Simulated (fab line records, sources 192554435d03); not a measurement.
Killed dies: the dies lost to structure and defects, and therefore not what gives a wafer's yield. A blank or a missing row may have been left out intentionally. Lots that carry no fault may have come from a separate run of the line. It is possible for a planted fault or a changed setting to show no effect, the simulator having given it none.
Matching of chambers | flow n5Finfet | N5_BEOL_M2_PECVD_72 on pecvd-01: 3 sister chambers
The step deposits SiO2 from TEOS/O2, target thk 16 nm, time 18 s. 6 wafers are shown with their chamber, then 10 later ones without.

== WAFERS PAIRED WITH THEIR CHAMBERS ==
wafer  | chamber | throttleValvePct (%) | showerheadPlenumPTorr (Torr)
L078.1 | 1       | 23.5                 | 8.77
L083.5 | 0       | 22.8                 | 8.89
L089.4 | 2       | 20.8                 | 8.79
L089.6 | 0       | 22.9                 | 8.88
L091.1 | 1       | 23.4                 | 8.77
L091.4 | 2       | 20.8                 | 8.81

== WAFERS WITH NO CHAMBER GIVEN ==
wafer  | throttleValvePct (%) | showerheadPlenumPTorr (Torr)
L091.5 | 22.7                 | 8.86
L092.1 | 22.8                 | 8.88
L092.4 | 20.7                 | 8.80
L092.5 | 23.0                 | 8.86
L093.1 | 22.7                 | 8.88
L093.4 | 22.8                 | 8.88
L093.6 | 23.4                 | 8.76
L095.3 | 22.9                 | 8.86
L095.5 | 20.9                 | 8.79
L095.6 | 23.3                 | 8.75

== WHICH CHAMBER EACH WENT THROUGH ==
wafer  | from the rows above | in truth
L091.5 | 0                   | 0
L092.1 | 0                   | 0
L092.4 | 2                   | 2
L092.5 | 0                   | 0
L093.1 | 0                   | 0
L093.4 | 0                   | 0
L093.6 | 1                   | 1
L095.3 | 0                   | 0
L095.5 | 2                   | 2
L095.6 | 1                   | 1
Placed correctly: 10 of 10. Left unplaced by these rows: 0. 0 placed wrongly.
How it was worked out, from the rows above alone: a wafer's distance from a chamber is the root of the sum, over the readings, of the square of ((its reading less the chamber's mean) divided by the reading's scatter). The wafer belongs to the nearest chamber; if the next one is less than 2 further off, it can't be placed. A chamber's mean is the mean of its shown wafers. The scatter is the square root of a quotient: the sum, over the shown wafers, of each reading's squared deviation from its chamber's mean, divided by wafers minus chambers.
